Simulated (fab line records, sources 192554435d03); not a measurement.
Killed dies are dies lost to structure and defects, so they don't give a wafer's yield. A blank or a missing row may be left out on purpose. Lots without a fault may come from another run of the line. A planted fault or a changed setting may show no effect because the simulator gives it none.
Problem report in the 8D (eight disciplines) form, filled by code | flow n5_finfet | the parts of the form that need people (team, actions taken, sign-off) are left out

1. THE PROBLEM
spin_speed_rpm at N5_BEOL_M8_COAT_59 reads a mean of 1716.8 rpm on 6 wafers of 2 lots; wafers without a fault read 1500.0 rpm with a standard deviation of 1. That is +99 or more standard deviations from the usual mean.
The step: time 60 s, resist thk 100 nm.
First seen on wafer L160.1, day 13 20:27, on litho_track-04. The record holds 12 wafers of 4 lots with a number at this step. Rule for "out", or "out of limits": more than 4 standard deviations from the usual mean. The other wafers with a number count as sound.

2. WHAT IT IS AND WHAT IT IS NOT
question                    | is                     | is not
which readings at this step | spin_speed_rpm         | -
which lots                  | L160, L163             | L152, L166
which wafers of those lots  | all that have a number | -
read on which tools         | litho_track-04         | litho_track-02
when                        | from day 13 20:27      | up to then (3 sound wafers); but 3 sound wafers of L166 came after

3. SUSPECTS, AND WHAT RULES EACH OUT
Counting: a tool at a process step up to the reading stays a suspect if it ran every lot that is out and no sound lot after the first of them.
- litho_track-04 at N5_BEOL_M8_COAT_59 (time 60 s, resist thk 100 nm): kept. It ran every lot that is out, first L160 (day 13 20:27), and no sound lot after that; its last sound lot up to then is L152 (day 12 00:55). Its own readings are out on those wafers: spin_speed_rpm.
Left after counting: litho_track-04 at N5_BEOL_M8_COAT_59.

4. THE CAUSE (what the simulator had put in)
Process parameter drift: litho_track-04, from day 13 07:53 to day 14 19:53, at N5_BEOL_M8_COAT_59. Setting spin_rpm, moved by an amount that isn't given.
Counting left only this tool.

5. THE CHAIN OF EFFECTS, in route order
Each row: a reading whose mean over the struck wafers that have a number lies more than 3 standard deviations from the usual. Only readings for which the record gives a usual standard deviation are gone through. hours: the time from each lot's start at the first step in this table that gives one to its start at this step, as a median over the lots. sigmas: the change in usual standard deviations.
hours | step               | reading        | usual      | on struck wafers | change | sigmas
0     | N5_BEOL_M8_COAT_59 | spin_speed_rpm | 1500.0 rpm | 1716.8           | +216.8 | +99 or more
The process steps in it:
- N5_BEOL_M8_COAT_59: time 60 s, resist thk 100 nm.

6. WHAT WOULD HAVE CAUGHT IT SOONER
In this record the first reading out of limits was taken at day 13 20:27, 13 hours after the fault began at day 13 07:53.
